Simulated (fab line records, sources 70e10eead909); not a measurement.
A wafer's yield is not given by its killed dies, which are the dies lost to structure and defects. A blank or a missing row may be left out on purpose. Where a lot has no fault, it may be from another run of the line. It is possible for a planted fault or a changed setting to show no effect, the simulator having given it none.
A struck lot beside a sound one	flow nand-harc	14 steps out of a route of 1302
Sound: the wafers L581.2, L581.3, L581.6. Struck: wafer L592.1; the same lot's L592.3 was not struck, so it is left out; see the end for the cause.
For every step that has rows: the tool of each side, followed by ch and its chambers, followed by its first start. Under that, the readings that differ: sound wafers	struck wafers	difference of the means	sigmas: that difference in standard deviations of wafers without a fault.
alike: readings with means less than 2 such deviations apart, plus words and numbers identical on both sides. not compared: withheld readings, readings lacking a value on some wafer, bounds such as >300 that could conceal the same value, and numbers that have no deviation in the record and whose values overlap.
Wherever a step has rows on one side only, a row that says differs or no value, or a row with sigmas, the two part there. Non-overlapping numbers with no deviation appear without sigmas and do not part them. A reading missing from all wafers of one side parts the sides only when that side holds two or more wafers.

first, 2 steps without rows for these wafers: NHARC_A_DECK1_JOINT_ANNEAL_28 (time 1800 s); NHARC_A_DECK1_JOINT_ANNEAL_29 (time 1800 s).
NHARC_A_DECK1_JOINT_CMP_02: polishes SiOx.
  sound on cmp-01 ch 1,2,3, day 14 00:10; struck on cmp-01 ch 0, day 19 03:47
  alike: edge-zone-pressure-frac, motor-current-A
following that, these wafers have no rows for 1 step: NHARC_A_DECK1_JOINT_SRD_15.
NHARC_A_DECK1_JOINT_DEP_16: deposits SiO2, target thk 45 nm.
  sound on pecvd-02 ch 1,2, day 14 00:32; struck on pecvd-03 ch 0, day 19 04:11
  alike: heater-power-w, throttle-valve-pct
NHARC_A_DECK1_JOINT_THK_MEAS_17: measures by ellipsometry.
  sound on film-metro-02, day 14 00:49; struck on film-metro-01, day 19 04:28
  alike: thk-nm
NHARC_A_DECK1_JOINT_INSPECT_05:
  sound on defect-inspect-02, day 14 00:50; struck on defect-inspect-02, day 19 04:29
  alike: raw-defect-count
next comes 1 step that has no rows for these wafers: NHARC_A_ONON_D2_DEP_00 (target thickness 1000 nm).
NHARC_A_ONON_D2_THK_MEAS_02: measures by ellipsometry.
  sound on film-metro-02, day 14 01:25; struck on film-metro-02, day 19 05:16
  alike: thk-nm
next comes 1 step that has no rows for these wafers: NHARC_A_ONON_D2_DEP_03 (target thickness 1000 nm).
NHARC_A_ONON_D2_THK_MEAS_05: measures by ellipsometry.
  sound on film-metro-01, day 14 01:59; struck on film-metro-01, day 19 05:58
  alike: thk-nm
NHARC_A_ONON_D2_DEP_06: target thk 1000 nm.
  sound on pecvd-onon-03 ch 0, day 14 02:06; struck on pecvd-onon-03 ch 0, day 19 06:10
  alike: n2-flow-sccm, n2o-flow-sccm, nh3-flow-sccm
NHARC_A_ONON_D2_THK_MEAS_08: measures by ellipsometry.
  sound on film-metro-01, day 14 02:33; struck on film-metro-01, day 19 06:40
reading	sound	struck	difference	sigmas
thk-nm (nm)	994 994 992	1515	+522	+55
next comes 1 step that has no rows for these wafers: NHARC_A_ONON_D2_DEP_09 (target thickness 1000 nm).

## WHERE THEY PART
Only at NHARC_A_ONON_D2_THK_MEAS_08, within this record.

WHY: the cause the simulator had injected
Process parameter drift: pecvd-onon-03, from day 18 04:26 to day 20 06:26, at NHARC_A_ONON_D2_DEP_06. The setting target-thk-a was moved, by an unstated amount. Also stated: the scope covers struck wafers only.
